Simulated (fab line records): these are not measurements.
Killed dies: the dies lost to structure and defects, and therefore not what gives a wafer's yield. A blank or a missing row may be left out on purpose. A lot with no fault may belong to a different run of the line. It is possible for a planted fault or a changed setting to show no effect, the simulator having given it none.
Split-lot experiment :: flow n5_finfet :: on a route of 1938 steps: 7 lots, 33 wafers read

## SPLIT DETAILS
At N5_BEOL_M4_TRENCH_ETCH_37 (etches SiOC in C4F6/O2, target depth 55.555 nm, time 29.2 s), the setting target_depth_a was moved away from the recipe's 555.55 angstrom on 9 of the 33 wafers read, by -26.8% to +44.9%. All remaining wafers had this setting at the recipe value.

## FROM THE SPLIT TO THE READING: what the file shows between them, 8 steps
- N5_BEOL_M4_ETCH_41: etches SiCN in CH3F/O2, target depth 29.9 nm, time 52.5 s
- N5_BEOL_M4_STRIP_97: strips in N2/H2, time 10 s
- N5_BEOL_M4_OCD_MEAS_38
- N5_BEOL_M4_HM_STRIP_39: strips TiN in peroxide tin strip, target depth 25 nm, time 158 s
- N5_BEOL_M4_SRD_40: time 30 s
- N5_BEOL_M4_ECD_50: material Cu, target thk 300 nm
- N5_BEOL_M4_ANNEAL_51: time 90 s
- N5_BEOL_M4_CMP_52: polishes, stops on SiOC, t overpolish 6.8 s, target thk 40 nm

## THE READING
M4_THK, in nm, at N5_BEOL_M4_THK_MEAS_53 (measures by xrf). A value of 39.6 nm with a standard deviation of 1.8 nm is what fault-free wafers of this fab line usually give.

wafer: L075.1
tool, chamber at the split: rie_diel-02, 1
target_depth_a as run, angstrom: 555.55
against the recipe: recipe
M4_THK, nm: 38.7
against lot-mates on the recipe: -

wafer: L075.2
tool, chamber at the split: rie_diel-02, 0
target_depth_a as run, angstrom: 555.55
against the recipe: recipe
M4_THK, nm: 36.5
against lot-mates on the recipe: -

wafer: L075.3
tool, chamber at the split: rie_diel-02, 2
target_depth_a as run, angstrom: 805.1
against the recipe: +44.9%
M4_THK, nm: 65.1
against lot-mates on the recipe: +26.6

wafer: L075.4
tool, chamber at the split: rie_diel-02, 0
target_depth_a as run, angstrom: 805.1
against the recipe: +44.9%
M4_THK, nm: 62.5
against lot-mates on the recipe: +24.0

wafer: L075.5
tool, chamber at the split: rie_diel-02, 1
target_depth_a as run, angstrom: 555.55
against the recipe: recipe
M4_THK, nm: 40.2
against lot-mates on the recipe: -

wafer: L075.6
tool, chamber at the split: rie_diel-02, 2
target_depth_a as run, angstrom: 805.1
against the recipe: +44.9%
M4_THK, nm: 63.9
against lot-mates on the recipe: +25.4

wafer: L076.1
tool, chamber at the split: rie_diel-02, 3
target_depth_a as run, angstrom: 798.5
against the recipe: +43.7%
M4_THK, nm: 63.9
against lot-mates on the recipe: +24.8

wafer: L076.2
tool, chamber at the split: rie_diel-02, 1
target_depth_a as run, angstrom: 555.55
against the recipe: recipe
M4_THK, nm: 38.9
against lot-mates on the recipe: -

wafer: L076.3
tool, chamber at the split: rie_diel-02, 2
target_depth_a as run, angstrom: 555.55
against the recipe: recipe
M4_THK, nm: 39.0
against lot-mates on the recipe: -

wafer: L076.4
tool, chamber at the split: rie_diel-02, 0
target_depth_a as run, angstrom: 555.55
against the recipe: recipe
M4_THK, nm: 39.4
against lot-mates on the recipe: -

wafer: L076.5
tool, chamber at the split: rie_diel-02, 2
target_depth_a as run, angstrom: 798.5
against the recipe: +43.7%
M4_THK, nm: 64.8
against lot-mates on the recipe: +25.7

wafer: L076.6
tool, chamber at the split: rie_diel-02, 1
target_depth_a as run, angstrom: 798.5
against the recipe: +43.7%
M4_THK, nm: 64.1
against lot-mates on the recipe: +25.0

wafer: L077.3
tool, chamber at the split: rie_diel-06, 3
target_depth_a as run, angstrom: 555.55
against the recipe: recipe
M4_THK, nm: 40.5
against lot-mates on the recipe: -

wafer: L077.4
tool, chamber at the split: rie_diel-06, 2
target_depth_a as run, angstrom: 406.9
against the recipe: -26.8%
M4_THK, nm: 25.5
against lot-mates on the recipe: -15.0

wafer: L077.5
tool, chamber at the split: rie_diel-06, 2
target_depth_a as run, angstrom: 406.9
against the recipe: -26.8%
M4_THK, nm: 24.5
against lot-mates on the recipe: -16.0

wafer: L083.1
tool, chamber at the split: rie_diel-06, 3
target_depth_a as run, angstrom: 555.55
against the recipe: recipe
M4_THK, nm: 40.2
against lot-mates on the recipe: -

wafer: L083.2
tool, chamber at the split: rie_diel-06, 1
target_depth_a as run, angstrom: 555.55
against the recipe: recipe
M4_THK, nm: 41.3
against lot-mates on the recipe: -

wafer: L083.3
tool, chamber at the split: rie_diel-06, 0
target_depth_a as run, angstrom: 555.55
against the recipe: recipe
M4_THK, nm: 37.3
against lot-mates on the recipe: -

wafer: L083.4
tool, chamber at the split: rie_diel-06, 2
target_depth_a as run, angstrom: 555.55
against the recipe: recipe
M4_THK, nm: 40.6
against lot-mates on the recipe: -

wafer: L083.5
tool, chamber at the split: rie_diel-06, 0
target_depth_a as run, angstrom: 555.55
against the recipe: recipe
M4_THK, nm: 36.8
against lot-mates on the recipe: -

wafer: L083.6
tool, chamber at the split: rie_diel-06, 3
target_depth_a as run, angstrom: 555.55
against the recipe: recipe
M4_THK, nm: 39.6
against lot-mates on the recipe: -

wafer: L082.1
tool, chamber at the split: rie_diel-02, 0
target_depth_a as run, angstrom: 727.2
against the recipe: +30.9%
M4_THK, nm: 53.4
against lot-mates on the recipe: +11.9

wafer: L082.4
tool, chamber at the split: rie_diel-02, 2
target_depth_a as run, angstrom: 555.55
against the recipe: recipe
M4_THK, nm: 41.8
against lot-mates on the recipe: -

wafer: L082.6
tool, chamber at the split: rie_diel-02, 0
target_depth_a as run, angstrom: 555.55
against the recipe: recipe
M4_THK, nm: 41.2
against lot-mates on the recipe: -

wafer: L088.2
tool, chamber at the split: rie_diel-02, 2
target_depth_a as run, angstrom: 555.55
against the recipe: recipe
M4_THK, nm: 39.9
against lot-mates on the recipe: -

wafer: L088.5
tool, chamber at the split: rie_diel-02, 2
target_depth_a as run, angstrom: 555.55
against the recipe: recipe
M4_THK, nm: 41.9
against lot-mates on the recipe: -

wafer: L088.6
tool, chamber at the split: rie_diel-02, 1
target_depth_a as run, angstrom: 555.55
against the recipe: recipe
M4_THK, nm: 42.3
against lot-mates on the recipe: -

wafer: L089.1
tool, chamber at the split: rie_diel-05, 2
target_depth_a as run, angstrom: 555.55
against the recipe: recipe
M4_THK, nm: 37.5
against lot-mates on the recipe: -

wafer: L089.2
tool, chamber at the split: rie_diel-05, 3
target_depth_a as run, angstrom: 555.55
against the recipe: recipe
M4_THK, nm: 40.3
against lot-mates on the recipe: -

wafer: L089.3
tool, chamber at the split: rie_diel-05, 0
target_depth_a as run, angstrom: 555.55
against the recipe: recipe
M4_THK, nm: 40.3
against lot-mates on the recipe: -

wafer: L089.4
tool, chamber at the split: rie_diel-05, 1
target_depth_a as run, angstrom: 555.55
against the recipe: recipe
M4_THK, nm: 35.6
against lot-mates on the recipe: -

wafer: L089.5
tool, chamber at the split: rie_diel-05, 0
target_depth_a as run, angstrom: 555.55
against the recipe: recipe
M4_THK, nm: 40.6
against lot-mates on the recipe: -

wafer: L089.6
tool, chamber at the split: rie_diel-05, 1
target_depth_a as run, angstrom: 555.55
against the recipe: recipe
M4_THK, nm: 35.8
against lot-mates on the recipe: -

THE FIT
A straight line over all 33 wafers: M4_THK changes by +0.547 nm for each +1% of target_depth_a; r = +0.99; the points scatter about the line by 1.8 nm.
The same after taking each lot's own level away (the mean of its wafers on the recipe; 33 wafers): +0.56 nm for each +1%; r = +0.99; scatter 1.7 nm.
That fit puts the effect of the largest move of target_depth_a on the reading at 25 nm.
The lots' own levels span 38.35 to 41.50 nm, that is 1.7 times the standard deviation above.
The two slopes are in agreement: the lot-to-lot level therefore moves the slope only a little.
Check: with one of the wafers moved furthest among these (+44.9%) left out of the fit, the line predicts +24.8 nm for it against its lot-mates. It came out at +26.6 nm against them.

## ADDITIONAL SPLITS CARRIED BY THESE WAFERS
Other splits were also applied to these wafers ahead of the reading. Each is held against what the fit with the lots' levels taken away leaves over:
other split on the same wafers: N5_PMOS_HMC_CHANNEL_EPI_DESCUM_14 time_s
wafers away from the commonest value: 12
r with M4_THK (lot level and that fit taken away): +0.13

other split on the same wafers: N5_SD_EPI_N_ETCH_16 target_depth_a
wafers away from the commonest value: 15
r with M4_THK (lot level and that fit taken away): +0.04

other split on the same wafers: N5_HKMG_FIN_ALD_36 ald_cycles
wafers away from the commonest value: 10
r with M4_THK (lot level and that fit taken away): +0.38

other split on the same wafers: N5_MOL_CONTACT_COAG_CONTACT_ETCH_14 time_s
wafers away from the commonest value: 12
r with M4_THK (lot level and that fit taken away): +0.00

other split on the same wafers: N5_BEOL_M1_PECVD_72 time_s
wafers away from the commonest value: 12
r with M4_THK (lot level and that fit taken away): +0.12

other split on the same wafers: N5_BEOL_M2_ALD_84 ald_cycles
wafers away from the commonest value: 16
r with M4_THK (lot level and that fit taken away): -0.11

## THE WHOLE CHAIN: every reading that the file lists as answering this split, in the file's order
step: N5_BEOL_M4_TRENCH_ETCH_37
what it does: etches SiOC in C4F6/O2, target depth 55.555 nm, time 29.2 s
reading: etch.depth_nm (the simulator's own value, which no gauge read)
change (the file's fit): +0.552 nm for each +1% of the setting
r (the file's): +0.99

step: N5_BEOL_M4_TRENCH_ETCH_37
what it does: etches SiOC in C4F6/O2, target depth 55.555 nm, time 29.2 s
reading: BEOL_M4.feature_depth_nm (the simulator's own value, which no gauge read)
change (the file's fit): +0.552 nm for each +1% of the setting
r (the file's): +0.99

step: N5_BEOL_M4_TRENCH_ETCH_37
what it does: etches SiOC in C4F6/O2, target depth 55.555 nm, time 29.2 s
reading: TiN_of_BEOL_M4_HM_DEP_02.thk_nm (the simulator's own value, which no gauge read)
change (the file's fit): -0.0185 nm for each +1% of the setting
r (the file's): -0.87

step: N5_BEOL_M4_OCD_MEAS_38
what it does: 
reading: trench_depth_nm
change (the file's fit): +0.546 nm for each +1% of the setting
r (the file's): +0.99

step: N5_BEOL_M4_CMP_52
what it does: polishes, stops on SiOC, t overpolish 6.8 s, target thk 40 nm
reading: Cu_of_BEOL_M4_ECD_50.thk_nm (the simulator's own value, which no gauge read)
change (the file's fit): +0.568 nm for each +1% of the setting
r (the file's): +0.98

step: N5_BEOL_M4_THK_MEAS_53
what it does: measures by xrf
reading: M4_THK
change (the file's fit): +0.554 for each +1% of the setting
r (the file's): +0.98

## FILE'S OWN FIT
M4_THK changes by +0.554 nm for each +1% of target_depth_a, r = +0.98.
